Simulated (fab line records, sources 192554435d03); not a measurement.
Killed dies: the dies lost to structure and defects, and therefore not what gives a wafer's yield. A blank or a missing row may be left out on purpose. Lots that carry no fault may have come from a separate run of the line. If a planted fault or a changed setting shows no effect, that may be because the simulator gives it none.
fab line records	flow n5-finfet	part 1 of 2: steps 1 to 22 of 27
record: lots: 5	wafers: 15	last-day: 18
route steps=1938 shown MOL_CONTACT_COAG@593
lots that met no fault: from a run of the same line without faults
start-h: start of the lot's first displayed wafer, in hours after the record's first day	wait-h: time in hours since the lot's previous step	" repeats the value in the row above	L1.1+2: a single row standing in for several wafers	- no value present, or no start provided	* or withheld: withheld	< > ~ a bound
route shown NAME@n: names a module that has steps shown in the file, with the first one's number in the route	usual: mean/standard deviation of fault-free wafers	same: alike in all rows	chamber/n: place in a boat	sites: the reading at each site	_std_site: standard deviation across them	_edge_site: the outer-site mean with the inner-site mean subtracted	radius-mm: how far each site lies from the wafer's centre	mask NAME#n: copy n	behind: tool/chamber where the wafer was last shaped	hold: what put the lot on hold/how long, in hours/how the hold closed	device: the transistor (n, p or np) that didn't switch	end of line: tests of these same wafers at the route's end	a step with no rows: only its recipe	killed: at the first sort, the dies lost to defects and structure; wafer yield is something else	map: shows each die of a wafer: x if killed, . if not, _ if none is there
set.NAME: the setting the step ran with; set.NAME@STEP: the setting that earlier step ran with	model.NAME: the simulator's own value behind a step, which no gauge read
lots at some steps of the route; a table a step, a row a wafer
services: from which hour (start-h, from the record's first day; less than 0 if before it) a tool's chamber was out of use, for how many hours, and why
== steps ==
step: N5_MOL_CONTACT_COAG_COAT_62
recipe: resist: SOC	temp-c: 250	time-s: 60	spin-rpm: 1500	resist-thk-nm: 60
lot.wafer	tool	chamber	start-h	wait-h
L076.2+4+5	litho-track-04	0	117.46	0.0
L088.1+4+6	litho-track-05	0	192.57	0.0
L092.1+3+4	litho-track-05	0	209.61	0.0
L093.1+2+6	litho-track-04	0	217.25	0.0
L096.4+5+6	litho-track-03	0	238.47	0.0
step: N5_MOL_CONTACT_COAG_COAT_63
recipe: resist: SiARC	temp-c: 220	time-s: 60	spin-rpm: 1500	resist-thk-nm: 10
lot.wafer	tool	chamber	start-h	wait-h
L076.2+4+5	litho-track-04	0	-	-
L088.1+4+6	litho-track-05	0	-	-
L092.1+3+4	litho-track-05	0	-	-
L093.1+2+6	litho-track-04	0	-	-
L096.4+5+6	litho-track-03	0	-	-
step: N5_MOL_CONTACT_COAG_COAT_64
recipe: resist: underlayer	temp-c: 205	time-s: 60	spin-rpm: 1500	resist-thk-nm: 10
lot.wafer	tool	chamber	start-h	wait-h
L076.2+4+5	litho-track-04	0	-	-
L088.1+4+6	litho-track-05	0	-	-
L092.1+3+4	litho-track-05	0	-	-
L093.1+2+6	litho-track-04	0	-	-
L096.4+5+6	litho-track-03	0	-	-
step: N5_MOL_CONTACT_COAG_COAT_34
recipe: resist: CAR-EUV	spin-rpm: 1500	resist-thk-nm: 40
lot.wafer	tool	chamber	start-h	wait-h
L076.2+4+5	litho-track-04	0	-	-
L088.1+4+6	litho-track-05	0	-	-
L092.1+3+4	litho-track-05	0	-	-
L093.1+2+6	litho-track-04	0	-	-
L096.4+5+6	litho-track-03	0	-	-
step: N5_MOL_CONTACT_COAG_EBR_36
recipe: solvent: PGMEA	ebr-width-mm: 1.5
lot.wafer	tool	chamber	start-h	wait-h
L076.2+4+5	litho-track-04	0	-	-
L088.1+4+6	litho-track-05	0	-	-
L092.1+3+4	litho-track-05	0	-	-
L093.1+2+6	litho-track-04	0	-	-
L096.4+5+6	litho-track-03	0	-	-
step: N5_MOL_CONTACT_COAG_SOFTBAKE_35
recipe: temp-c: 110	time-s: 60	resist: CAR-EUV
lot.wafer	tool	chamber	start-h	wait-h
L076.2+4+5	litho-track-04	0	-	-
L088.1+4+6	litho-track-05	0	-	-
L092.1+3+4	litho-track-05	0	-	-
L093.1+2+6	litho-track-04	0	-	-
L096.4+5+6	litho-track-03	0	-	-
step: N5_MOL_CONTACT_COAG_EXPOSE_37
recipe: mask-id: VD	na: 0.33	source-shape: annular	sigma-inner: 0.3	sigma-outer: 0.7	polarization: unpolarized	defocus-nm: 0	dose-mj: 62
lot.wafer	tool	chamber	start-h	wait-h	mask
L076.2+4+5	euv-scanner-02	0	117.60	-	VD#0
L088.1+4+6	euv-scanner-01	0	192.83	-	VD#0
L092.1+3+4	euv-scanner-01	0	209.75	-	VD#0
L093.1+2+6	euv-scanner-02	0	217.51	-	VD#0
L096.4+5+6	euv-scanner-02	0	238.63	-	VD#0
step: N5_MOL_CONTACT_COAG_PEB_38
recipe: peb-temp-c: 100	peb-time-s: 60	resist: CAR-EUV
same: peb-time-s: 60
lot.wafer	tool	chamber	start-h	wait-h
L076.2+4+5	litho-track-05	0	117.67	0.1
L088.1+4+6	litho-track-03	0	192.91	0.1
L092.1+3+4	litho-track-04	0	209.83	0.1
L093.1+2+6	litho-track-05	0	217.59	0.1
L096.4+5+6	litho-track-03	0	238.68	0.0
step: N5_MOL_CONTACT_COAG_DEVELOP_39
recipe: develop-time-s: 30	developer: TMAH	resist: CAR-EUV	rinse-liquid: surfactant-rinse	dry: air-spin	dev-temp-c: 23
lot.wafer	tool	chamber	start-h	wait-h
L076.2+4+5	litho-track-05	0	-	-
L088.1+4+6	litho-track-03	0	-	-
L092.1+3+4	litho-track-04	0	-	-
L093.1+2+6	litho-track-05	0	-	-
L096.4+5+6	litho-track-03	0	-	-
step: N5_MOL_CONTACT_COAG_CD_MEAS_40
recipe: target-cd-nm: 25.1	landing-energy-ev: 500	detector: se-inlens	polarity: opening
usual: cd-nm: 24.94/0.26
lot.wafer	tool	chamber	start-h	wait-h	cd-nm
L076.2	cd-sem-03	0	117.74	-	25.38
L076.4	"	0	"	"	25.30
L076.5	"	0	"	"	25.23
L088.1	cd-sem-03	0	192.97	-	24.87
L088.4	"	0	"	"	25.01
L088.6	"	0	"	"	24.98
L092.1	cd-sem-01	0	209.89	-	24.49
L092.3	"	0	"	"	24.56
L092.4	"	0	"	"	24.66
L093.1	cd-sem-01	0	217.66	-	25.29
L093.2	"	0	"	"	25.03
L093.6	"	0	"	"	24.95
L096.4	cd-sem-02	0	238.75	-	24.93
L096.5	"	0	"	"	25.05
L096.6	"	0	"	"	24.68
step: N5_MOL_CONTACT_COAG_OVL_MEAS_41
recipe: points-per-wafer: 522
usual: VD_OVL: -0.1/0.69
lot.wafer	tool	chamber	start-h	wait-h	VD_OVL[nm]
L076.2	overlay-02	0	117.78	0.0	-0.2
L076.4	"	0	"	"	-1.4
L076.5	"	0	"	"	0.7
L088.1	overlay-02	0	193.00	0.0	-0.3
L088.4	"	0	"	"	0.0
L088.6	"	0	"	"	0.1
L092.1	overlay-01	0	209.92	0.0	0.7
L092.3	"	0	"	"	1.1
L092.4	"	0	"	"	0.1
L093.1	overlay-01	0	217.69	0.0	0.3
L093.2	"	0	"	"	-0.7
L093.6	"	0	"	"	-0.6
L096.4	overlay-01	0	238.80	0.0	-0.8
L096.5	"	0	"	"	-0.3
L096.6	"	0	"	"	-0.8
step: N5_MOL_CONTACT_COAG_INSPECT_42
recipe: mode: adi	inspect-instrument: brightfield
usual: raw-defect-count: 209/42
lot.wafer	tool	chamber	start-h	wait-h	raw-defect-count
L076.2	defect-inspect-02	-	117.83	0.0	232
L076.4	"	-	"	"	259
L076.5	"	-	"	"	264
L088.1	defect-inspect-01	-	193.06	0.1	240
L088.4	"	-	"	"	230
L088.6	"	-	"	"	232
L092.1	defect-inspect-02	-	209.98	0.1	194
L092.3	"	-	"	"	250
L092.4	"	-	"	"	174
L093.1	defect-inspect-02	-	217.75	0.1	227
L093.2	"	-	"	"	310
L093.6	"	-	"	"	209
L096.4	defect-inspect-01	-	238.84	0.0	167
L096.5	"	-	"	"	171
L096.6	"	-	"	"	178
step: N5_MOL_CONTACT_COAG_DESCUM_45
recipe: chemistry: O2	time-s: 7	source-power-w: 50	bias-power-w: 20	pressure-mtorr: 20	rf-frequency-hz: 2.712e+07	temp-c: 40	resist: CAR-EUV	o2-flow-sccm: 225
usual: drypump-motor-current-A: 5.8/0.35	oes-product-au: 0.83/0.095	rf-vpp-V: 243.4/1.4	showerhead-plenum-p-Torr: 2.10/0.079	throttle-valve-pct: 20.41/0.17
lot.wafer	tool	chamber	start-h	wait-h	drypump-motor-current-A	oes-product-au	rf-hours-counter-h	rf-vpp-V	showerhead-plenum-p-Torr	throttle-valve-pct
L076.2	rie-diel-05	1	117.86	0.0	5.8	0.93	31	243.0	2.16	20.24
L076.4	"	2	"	"	5.8	0.98	-	243.6	2.04	20.61
L076.5	"	1	"	"	5.8	0.92	-	243.2	2.16	20.24
L088.1	rie-diel-01	1	193.10	0.0	5.9	0.78	118	243.9	2.22	20.47
L088.4	"	3	"	"	5.1	0.95	6	244.1	2.23	20.14
L088.6	"	2	"	"	6.2	0.95	-	244.5	2.12	20.27
L092.1	rie-diel-03	0	210.04	0.1	5.5	0.69	207	245.1	2.16	20.85
L092.3	"	3	"	"	5.6	0.82	75	243.4	2.12	20.29
L092.4	"	2	"	"	5.7	0.74	178	242.2	2.00	20.39
L093.1	rie-diel-01	0	217.81	0.1	6.2	0.77	142	243.4	2.08	20.42
L093.2	"	3	"	"	5.1	0.92	14	243.9	2.22	20.15
L093.6	"	1	"	"	5.9	0.77	-	244.9	2.22	20.48
L096.4	rie-diel-01	2	238.87	0.0	6.2	0.91	38	243.6	2.11	20.30
L096.5	"	1	"	"	6.0	0.76	-	246.0	2.21	20.49
L096.6	"	0	"	"	6.2	0.77	-	244.1	2.07	20.43
step: N5_MOL_CONTACT_COAG_ETCH_65
recipe: chemistry: N2/H2	target: underlayer	target-depth-a: 130	mask-material: CAR-EUV	time-s: 10.4	ion-energy-ev: 200	pressure-mtorr: 30	source-w: 840	bias-w: 150	n2-flow-sccm: 200	h2-flow-sccm: 200	ends: cleared
usual: drypump-motor-current-A: 5.8/0.35	etch-rf-on-time-s: 10.1/0.33	h2-flow-sccm: 199.9/0.65	oes-product-au: 0.72/0.084	rf-vpp-V: 524.4/2.5	showerhead-plenum-p-Torr: 2.56/0.086	throttle-valve-pct: 17.82/0.24
lot.wafer	tool	chamber	start-h	wait-h	drypump-motor-current-A	etch-rf-on-time-s	h2-flow-sccm	oes-product-au	rf-hours-counter-h	rf-vpp-V	showerhead-plenum-p-Torr	throttle-valve-pct
L076.2	rie-diel-05	1	117.90	0.0	5.9	10.3	200.0	0.77	31	526.1	2.58	17.31
L076.4	"	2	"	"	5.9	9.7	199.7	0.85	-	522.7	2.52	18.30
L076.5	"	1	"	"	5.9	10.4	200.8	0.77	-	526.6	2.58	17.35
L088.1	rie-diel-01	1	193.13	0.0	6.0	10.7	199.8	0.65	118	527.9	2.65	17.64
L088.4	"	3	"	"	5.1	10.3	200.2	0.82	6	527.8	2.71	17.54
L088.6	"	2	"	"	6.2	9.9	200.1	0.82	-	524.6	2.58	17.71
L092.1	rie-diel-03	0	210.08	0.0	5.5	10.1	200.7	0.60	207	527.2	2.61	18.24
L092.3	"	3	"	"	5.7	9.7	200.2	0.72	75	525.0	2.57	17.72
L092.4	"	2	"	"	5.7	10.3	199.3	0.63	178	520.5	2.43	17.95
L093.1	rie-diel-01	0	217.84	0.0	6.2	9.8	200.5	0.68	142	524.3	2.53	17.84
L093.2	"	3	"	"	5.1	10.2	199.4	0.80	14	526.1	2.70	17.60
L093.6	"	1	"	"	5.9	10.7	200.7	0.65	-	526.5	2.65	17.67
L096.4	rie-diel-01	2	238.90	0.0	6.2	10.0	200.8	0.78	38	526.4	2.57	17.73
L096.5	"	1	"	"	5.9	10.8	200.6	0.64	-	527.9	2.65	17.67
L096.6	"	0	"	"	6.2	10.0	198.4	0.67	-	525.2	2.53	17.87
step: N5_MOL_CONTACT_COAG_ETCH_66
recipe: chemistry: CF4	target: SiARC	target-depth-a: 130	mask-material: CAR-EUV	time-s: 21.7	ion-energy-ev: 80	pressure-mtorr: 40	source-w: 545	bias-w: 36	Ar_flow_sccm: 100	cf4-flow-sccm: 100	ends: cleared
usual: drypump-motor-current-A: 5.8/0.35	etch-rf-on-time-s: 21.1/0.62	mfc-ar-sccm: 100.02/0.3	oes-product-au: 0.72/0.083	rf-vpp-V: 184.3/1.3	showerhead-plenum-p-Torr: 2.16/0.065	throttle-valve-pct: 15.63/0.21
lot.wafer	tool	chamber	start-h	wait-h	drypump-motor-current-A	etch-rf-on-time-s	mfc-ar-sccm	oes-product-au	rf-hours-counter-h	rf-vpp-V	showerhead-plenum-p-Torr	throttle-valve-pct
L076.2	rie-diel-05	1	117.92	0.0	5.8	21.1	99.75	0.77	31	183.6	2.21	15.39
L076.4	"	2	"	"	5.8	20.5	99.57	0.85	-	183.2	2.12	15.81
L076.5	"	1	"	"	5.8	21.4	100.07	0.77	-	184.5	2.21	15.39
L088.1	rie-diel-01	1	193.15	0.0	5.9	22.4	100.08	0.66	118	185.3	2.22	15.40
L088.4	"	3	"	"	5.1	21.2	100.25	0.82	6	186.2	2.27	15.29
L088.6	"	2	"	"	6.2	21.0	99.95	0.81	-	187.1	2.20	15.56
L092.1	rie-diel-03	0	210.10	0.0	5.5	21.5	99.64	0.60	207	183.7	2.20	16.02
L092.3	"	3	"	"	5.6	20.6	100.25	0.72	75	185.9	2.17	15.50
L092.4	"	2	"	"	5.7	21.6	99.71	0.63	178	184.0	2.06	15.66
L093.1	rie-diel-01	0	217.86	0.0	6.2	20.7	100.39	0.68	142	184.7	2.16	15.84
L093.2	"	3	"	"	5.1	21.1	99.93	0.80	14	186.4	2.26	15.29
L093.6	"	1	"	"	5.9	22.3	100.29	0.66	-	184.4	2.22	15.43
L096.4	rie-diel-01	2	238.92	0.0	6.2	20.8	100.00	0.78	38	184.5	2.19	15.60
L096.5	"	1	"	"	5.9	22.3	99.65	0.65	-	187.4	2.22	15.44
L096.6	"	0	"	"	6.2	20.7	100.09	0.68	-	182.8	2.16	15.85
step: N5_MOL_CONTACT_COAG_ALD_133
recipe: material: SiO2	target-thk-a: 50	temp-c: 100	ald-precursor-family: BDEAS	ald-co-reactant: O2-plasma	pulse-time-s: 1	co-reactant-pulse-time-s: 1	purge-time-s: 2	co-reactant-purge-time-s: 2	ald-cycles: 35	pressure-torr: 2
usual: heater-power-w: 76/4.4	precursor-pulse-height-rel: 0.999/0.019
lot.wafer	tool	chamber	start-h	wait-h	heater-power-w	precursor-pulse-height-rel
L076.2	ald-sin-04	1	118.67	0.7	79	0.987
L076.4	"	3	"	"	75	1.023
L076.5	"	3	"	"	76	0.998
L088.1	ald-sin-03	0	193.41	0.2	69	1.001
L088.4	"	3	"	"	77	0.980
L088.6	"	3	"	"	76	1.006
L092.1	ald-sin-04	3	210.54	0.4	74	1.027
L092.3	"	1	"	"	81	1.008
L092.4	"	2	"	"	78	0.983
L093.1	ald-sin-04	2	218.12	0.2	78	0.966
L093.2	"	1	"	"	77	1.006
L093.6	"	3	"	"	76	0.989
L096.4	ald-sin-01	1	239.00	0.1	75	1.044
L096.5	"	1	"	"	74	0.994
L096.6	"	0	"	"	75	1.023
step: N5_MOL_CONTACT_COAG_ETCHBACK_134
recipe: chemistry: CHF3	target: SiO2	target-depth-a: 100	time-s: 6.7	ion-energy-ev: 200	pressure-mtorr: 30	source-w: 610	bias-w: 170	Ar_flow_sccm: 200	CHF3_flow_sccm: 50
usual: drypump-motor-current-A: 5.8/0.32	mfc-ar-sccm: 200.0/0.56	oes-product-au: 0.84/0.1	rf-vpp-V: 523/8.5	showerhead-plenum-p-Torr: 2.40/0.076	throttle-valve-pct: 18.78/0.2
lot.wafer	tool	chamber	start-h	wait-h	drypump-motor-current-A	mfc-ar-sccm	oes-product-au	rf-hours-counter-h	rf-vpp-V	showerhead-plenum-p-Torr	throttle-valve-pct
L076.2	rie-diel-01	2	118.85	0.1	6.2	200.5	0.69	245	502	2.47	19.13
L076.4	"	1	"	"	5.9	199.7	0.82	80	537	2.51	18.58
L076.5	"	0	"	"	6.2	199.7	0.83	-	521	2.41	18.84
L088.1	rie-diel-03	0	193.78	0.3	5.5	200.1	0.71	201	536	2.44	19.10
L088.4	"	2	"	"	5.7	200.1	0.74	173	510	2.29	18.75
L088.6	"	3	"	"	5.6	199.8	0.84	-	512	2.42	18.65
L092.1	rie-diel-01	3	210.72	0.1	5.1	200.0	0.93	11	519	2.52	18.44
L092.3	"	0	"	"	6.2	199.2	0.78	139	520	2.40	18.90
L092.4	"	2	"	"	6.2	199.3	0.93	28	532	2.46	18.83
L093.1	rie-diel-05	3	218.30	0.1	5.3	200.4	0.93	19	522	2.31	18.85
L093.2	"	1	"	"	5.8	199.7	0.87	57	519	2.44	18.51
L093.6	"	2	"	"	5.9	200.6	0.92	-	525	2.33	18.96
L096.4	rie-diel-01	2	239.41	0.3	6.2	200.5	0.92	39	530	2.45	18.86
L096.5	"	3	"	"	5.1	199.9	0.91	-	516	2.52	18.47
L096.6	"	2	"	"	6.2	199.8	0.92	-	533	2.45	18.86
step: N5_MOL_CONTACT_COAG_ETCH_67
recipe: chemistry: N2/H2	target: SOC	target-depth-a: 600	overetch-a: 210	mask-material: SiARC	temp-c: 40	time-s: 101.2	ion-energy-ev: 200	pressure-mtorr: 30	source-w: 840	bias-w: 150	n2-flow-sccm: 200	h2-flow-sccm: 200
usual: drypump-motor-current-A: 5.8/0.32	h2-flow-sccm: 200.0/0.64	oes-product-au: 0.69/0.077	rf-vpp-V: 524.2/2.3	showerhead-plenum-p-Torr: 2.55/0.081	throttle-valve-pct: 17.80/0.27
lot.wafer	tool	chamber	start-h	wait-h	drypump-motor-current-A	h2-flow-sccm	oes-product-au	rf-hours-counter-h	rf-vpp-V	showerhead-plenum-p-Torr	throttle-valve-pct
L076.2	rie-diel-01	2	118.89	0.0	6.2	199.9	0.58	245	524.7	2.59	17.99
L076.4	"	1	"	"	5.9	199.5	0.69	80	528.2	2.67	17.56
L076.5	"	0	"	"	6.2	198.9	0.68	-	524.6	2.55	17.75
L088.1	rie-diel-03	0	193.82	0.0	5.5	201.1	0.59	201	526.4	2.61	18.20
L088.4	"	2	"	"	5.7	199.4	0.62	173	521.9	2.44	17.91
L088.6	"	3	"	"	5.6	199.4	0.69	-	524.0	2.57	17.65
L092.1	rie-diel-01	3	210.75	0.0	5.2	200.4	0.78	11	528.4	2.70	17.54
L092.3	"	0	"	"	6.2	200.4	0.65	139	524.0	2.53	17.82
L092.4	"	2	"	"	6.2	200.6	0.77	28	525.3	2.58	17.68
L093.1	rie-diel-05	3	218.34	0.0	5.3	200.0	0.76	19	522.0	2.48	17.97
L093.2	"	1	"	"	5.9	200.9	0.72	57	525.3	2.57	17.36
L093.6	"	2	"	"	5.8	199.8	0.75	-	522.1	2.51	18.29
L096.4	rie-diel-01	2	239.44	0.0	6.2	199.6	0.75	39	524.4	2.57	17.71
L096.5	"	3	"	"	5.1	199.7	0.75	-	528.2	2.70	17.53
L096.6	"	2	"	"	6.2	199.8	0.75	-	524.6	2.57	17.72
step: N5_MOL_CONTACT_COAG_STRIP_68
recipe: chemistry: N2/H2	temp-c: 40	n2-flow-sccm: 200	h2-flow-sccm: 200	rf-frequency-hz: 6e+07
lot.wafer	tool	chamber	start-h	wait-h
L076.2+4+5	rie-diel-01	2,1,0	118.96	0.0
L088.1+4+6	rie-diel-03	0,2,3	193.89	0.0
L092.1+3+4	rie-diel-01	3,0,2	210.82	0.0
L093.1+2+6	rie-diel-05	3,1,2	218.41	0.0
L096.4+5+6	rie-diel-01	2,3,2	239.51	0.0
step: N5_MOL_CONTACT_COAG_STRIP_69
recipe: chemistry: N2/H2	temp-c: 40	n2-flow-sccm: 200	h2-flow-sccm: 200	rf-frequency-hz: 6e+07
lot.wafer	tool	chamber	start-h	wait-h
L076.2+4+5	rie-diel-01	2,1,0	118.97	0.0
L088.1+4+6	rie-diel-03	0,2,3	193.90	0.0
L092.1+3+4	rie-diel-01	3,0,2	210.83	0.0
L093.1+2+6	rie-diel-05	3,1,2	218.42	0.0
L096.4+5+6	rie-diel-01	2,3,2	239.52	0.0
step: N5_MOL_CONTACT_COAG_ETCHBACK_136
recipe: chemistry: CHF3	target: SiO2	target-depth-a: 250	time-s: 16.7	ion-energy-ev: 200	pressure-mtorr: 30	source-w: 610	bias-w: 170	Ar_flow_sccm: 200	CHF3_flow_sccm: 50
usual: drypump-motor-current-A: 5.8/0.32	mfc-ar-sccm: 199.9/0.61	oes-product-au: 0.84/0.1	rf-vpp-V: 523/8.5	showerhead-plenum-p-Torr: 2.40/0.076	throttle-valve-pct: 18.78/0.2
lot.wafer	tool	chamber	start-h	wait-h	drypump-motor-current-A	mfc-ar-sccm	oes-product-au	rf-hours-counter-h	rf-vpp-V	showerhead-plenum-p-Torr	throttle-valve-pct
L076.2	rie-diel-01	2	118.98	0.0	6.2	200.0	0.69	245	501	2.47	19.14
L076.4	"	1	"	"	5.9	200.6	0.82	80	536	2.51	18.60
L076.5	"	0	"	"	6.2	199.0	0.83	-	520	2.41	18.84
L088.1	rie-diel-03	0	193.91	0.0	5.5	199.9	0.70	201	535	2.44	19.08
L088.4	"	2	"	"	5.7	200.0	0.76	173	508	2.29	18.74
L088.6	"	3	"	"	5.6	201.1	0.85	-	513	2.42	18.66
L092.1	rie-diel-01	3	210.84	0.0	5.1	200.8	0.94	11	517	2.52	18.45
L092.3	"	0	"	"	6.2	199.3	0.78	139	520	2.40	18.92
L092.4	"	2	"	"	6.2	199.8	0.94	28	530	2.46	18.84
L093.1	rie-diel-05	3	218.43	0.0	5.3	200.0	0.93	20	524	2.31	18.84
L093.2	"	1	"	"	5.8	200.4	0.86	57	519	2.44	18.52
L093.6	"	2	"	"	5.9	199.3	0.92	-	524	2.33	18.96
L096.4	rie-diel-01	2	239.53	0.0	6.2	199.8	0.92	39	530	2.45	18.87
L096.5	"	3	"	"	5.1	200.5	0.91	-	516	2.52	18.45
L096.6	"	2	"	"	6.2	199.0	0.92	-	532	2.45	18.85
step: N5_MOL_CONTACT_COAG_STRIP_120
recipe: chemistry: CHF3	resist: SiARC	rf-frequency-hz: 6e+07
lot.wafer	tool	chamber	start-h	wait-h
L076.2+4+5	rie-diel-01	2,1,0	119.00	0.0
L088.1+4+6	rie-diel-03	0,2,3	193.93	0.0
L092.1+3+4	rie-diel-01	3,0,2	210.86	0.0
L093.1+2+6	rie-diel-05	3,1,2	218.45	0.0
L096.4+5+6	rie-diel-01	2,3,2	239.56	0.0
